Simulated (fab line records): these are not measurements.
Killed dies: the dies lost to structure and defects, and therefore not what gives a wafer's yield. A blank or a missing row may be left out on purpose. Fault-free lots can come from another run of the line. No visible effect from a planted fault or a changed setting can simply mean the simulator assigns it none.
Tool commonality check | flow nandHarc | Lots sampled 11, wafers sampled 39

## WHY IT WAS OPENED
At NHARC_P_ZERO_WELL_CD_MEAS_37 the reading cdNm is flagged on 2 of 11 lots. No-fault wafers: 721.0 nm, standard deviation 2.2.
Rule: a lot is flagged in two cases, either no wafer of it has a number, or all its wafers with numbers fall more than 4 standard deviations from that mean. As for the other lots, they are considered sound.

lot  | measured    | on       | cdNm (nm), wafer by wafer           | flag
L482 | day 2 10:07 | cdSem-01 | 718.0 720.4 717.4                   | 
L483 | day 2 16:08 | cdSem-03 | 725.7 721.7 722.1                   | 
L484 | day 2 22:06 | cdSem-01 | 720.4 720.8 719.8                   | 
L485 | day 3 04:08 | cdSem-03 | 724.3 719.5 722.0                   | 
L486 | day 3 09:58 | cdSem-03 | 721.5 717.6 720.5                   | 
L492 | day 4 21:51 | cdSem-03 | 702.9 700.0 704.6 702.9 700.3 704.9 | FLAGGED
L493 | day 5 04:14 | cdSem-02 | 701.3 701.6 701.4 701.1 701.3 700.9 | FLAGGED
L498 | day 6 10:01 | cdSem-03 | 720.7 721.8 719.2                   | 
L499 | day 6 16:07 | cdSem-02 | 722.4 723.1 721.2                   | 
L500 | day 6 22:16 | cdSem-03 | 723.7 723.2 719.3                   | 
L501 | day 7 04:20 | cdSem-03 | 724.4 719.6 721.6                   | 
The mean of the flagged lots' numbers is 701.9 nm, -19.1 nm from the usual (-9 standard deviations).

## TOOL THAT RAN EACH LOT
The record holds 2 process steps before the reading, out of a route of 1159 steps. Every cell lists first the tool, next ch and the chambers used by the sampled wafers, and last the start.
lot  | flag    | NHARC_P_ZERO_WELL_ETCH_62                   | NHARC_P_ZERO_WELL_PEB_35
L482 |         | rieDiel-10 ch 0,1,2, day 2 10:02 or earlier | lithoTrack-05 ch 0, day 2 10:02
L483 |         | rieDiel-08 ch 1,2,3, day 2 16:02 or earlier | lithoTrack-07 ch 0, day 2 16:02
L484 |         | rieDiel-08 ch 0,3, day 2 22:01 or earlier   | lithoTrack-05 ch 0, day 2 22:01
L485 |         | rieDiel-08 ch 0,1,2, day 3 04:03 or earlier | lithoTrack-03 ch 0, day 3 04:03
L486 |         | rieDiel-10 ch 0,1, day 3 09:53 or earlier   | lithoTrack-05 ch 0, day 3 09:53
L492 | FLAGGED | rieDiel-10 ch 0,2,3, day 4 21:46 or earlier | lithoTrack-05 ch 0, day 4 21:46
L493 | FLAGGED | rieDiel-08 ch 1,2,3, day 5 04:09 or earlier | lithoTrack-05 ch 0, day 5 04:09
L498 |         | rieDiel-10 ch 0,2,3, day 6 09:55 or earlier | lithoTrack-07 ch 0, day 6 09:55
L499 |         | rieDiel-10 ch 0,2, day 6 16:01 or earlier   | lithoTrack-03 ch 0, day 6 16:01
L500 |         | rieDiel-10 ch 0,1,3, day 6 22:11 or earlier | lithoTrack-07 ch 0, day 6 22:11
L501 |         | rieDiel-12 ch 0,1,2, day 7 04:15 or earlier | lithoTrack-03 ch 0, day 7 04:15
What is done by these steps:
- NHARC_P_ZERO_WELL_ETCH_62: etches the open film in CHF3/Ar, target depth 13 nm, time 6.5 s.
- NHARC_P_ZERO_WELL_PEB_35: peb time 85 s.
- NHARC_P_ZERO_WELL_CD_MEAS_37: target cd 720 nm.

## FLAGGED AGAINST TOTAL, ONE TOOL AT A TIME (gauges that did the reading follow at the end)
step                         | tool          | lots run | flagged | share of the flagged lots | sound lots run after its first flagged lot
NHARC_P_ZERO_WELL_ETCH_62    | rieDiel-08    | 4        | 1       | some                      | 0
NHARC_P_ZERO_WELL_ETCH_62    | rieDiel-10    | 6        | 1       | some                      | 3 (L498,L499,L500)
NHARC_P_ZERO_WELL_ETCH_62    | rieDiel-12    | 1        | 0       | none                      | -
NHARC_P_ZERO_WELL_PEB_35     | lithoTrack-03 | 3        | 0       | none                      | -
NHARC_P_ZERO_WELL_PEB_35     | lithoTrack-05 | 5        | 2       | all                       | 0
NHARC_P_ZERO_WELL_PEB_35     | lithoTrack-07 | 3        | 0       | none                      | -
NHARC_P_ZERO_WELL_CD_MEAS_37 | cdSem-01      | 2        | 0       | none                      | -
NHARC_P_ZERO_WELL_CD_MEAS_37 | cdSem-02      | 2        | 1       | some                      | 1 (L499)
NHARC_P_ZERO_WELL_CD_MEAS_37 | cdSem-03      | 7        | 1       | some                      | 3 (L498,L500,L501)
NHARC_P_ZERO_WELL_ETCH_62 gives no start for some lots, so the hours and the order of its lots are those of NHARC_P_ZERO_WELL_PEB_35.

## WHAT THE TABLE ALLOWS
In the table, 1 row covers all flagged lots: lithoTrack-05 at NHARC_P_ZERO_WELL_PEB_35.
- lithoTrack-05 at NHARC_P_ZERO_WELL_PEB_35: 2 of its 5 lots flagged. Last sound lot L486 at day 3 09:53, first flagged lot L492 at day 4 21:46; a fault beginning in between fits. Its own readings (heaterPowerTotalW, plateTempC) fall more than 4 standard deviations out on all wafers of the flagged lots.
Just one tool remains: lithoTrack-05 at NHARC_P_ZERO_WELL_PEB_35.

## WHAT THE SIMULATOR HAD INSERTED
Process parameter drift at NHARC_P_ZERO_WELL_PEB_35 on lithoTrack-05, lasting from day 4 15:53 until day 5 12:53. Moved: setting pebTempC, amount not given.
Lots struck among those shown: L492, L493. The rule given above showed the same thing.
